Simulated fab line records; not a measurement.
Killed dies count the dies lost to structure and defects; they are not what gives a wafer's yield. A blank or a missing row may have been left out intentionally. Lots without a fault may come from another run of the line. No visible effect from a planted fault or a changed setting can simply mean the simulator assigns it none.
Chamber matching + flow nand-harc + NHARC_A_STAIRCASE_DESCUM_443 on rie-diel-02 has 4 sister chambers
The step chemistry O2, time 3 s. 4 wafers are shown with their chamber, then 8 later ones without.

== WAFERS, EACH WITH ITS CHAMBER ==
| wafer  | chamber | showerhead-plenum-p-Torr (Torr) |
|--------|---------|---------------------------------|
| L084.1 | 1       | 1.80                            |
| L084.2 | 3       | 1.81                            |
| L084.5 | 0       | 2.05                            |
| L085.1 | 2       | 1.95                            |

== WAFERS MISSING THEIR CHAMBER ==
| wafer  | showerhead-plenum-p-Torr (Torr) |
|--------|---------------------------------|
| L085.3 | 1.80                            |
| L085.4 | 1.82                            |
| L091.3 | 2.05                            |
| L091.4 | 2.05                            |
| L091.6 | 1.79                            |
| L095.1 | 1.81                            |
| L095.4 | 2.05                            |
| L095.6 | 1.79                            |

== THE CHAMBER EACH PASSED THROUGH ==
| wafer  | from the rows above     | in truth |
|--------|-------------------------|----------|
| L085.3 | can't be placed: 1 or 3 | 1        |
| L085.4 | can't be placed: 3 or 1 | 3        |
| L091.3 | 0                       | 0        |
| L091.4 | 0                       | 0        |
| L091.6 | can't be placed: 1 or 3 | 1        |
| L095.1 | can't be placed: 3 or 1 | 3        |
| L095.4 | 0                       | 0        |
| L095.6 | can't be placed: 1 or 3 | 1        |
Placed correctly: 3 of 8. Not placeable from these rows: 5 (in 5, the candidates include the true chamber). Number placed wrongly: 0.
How it was worked out, from the rows above alone: a wafer's distance from a chamber is the root of the sum, over the readings, of the square of ((its reading less the chamber's mean) divided by the reading's scatter). If the next closest chamber is less than 2 further off than the closest, the wafer can't be placed; otherwise it belongs to the closest. For every chamber, the mean is computed from those of its wafers that are shown. The scatter: with one shown wafer a chamber, the root of the mean of the squares of how far each hidden wafer lies from its nearest shown one.
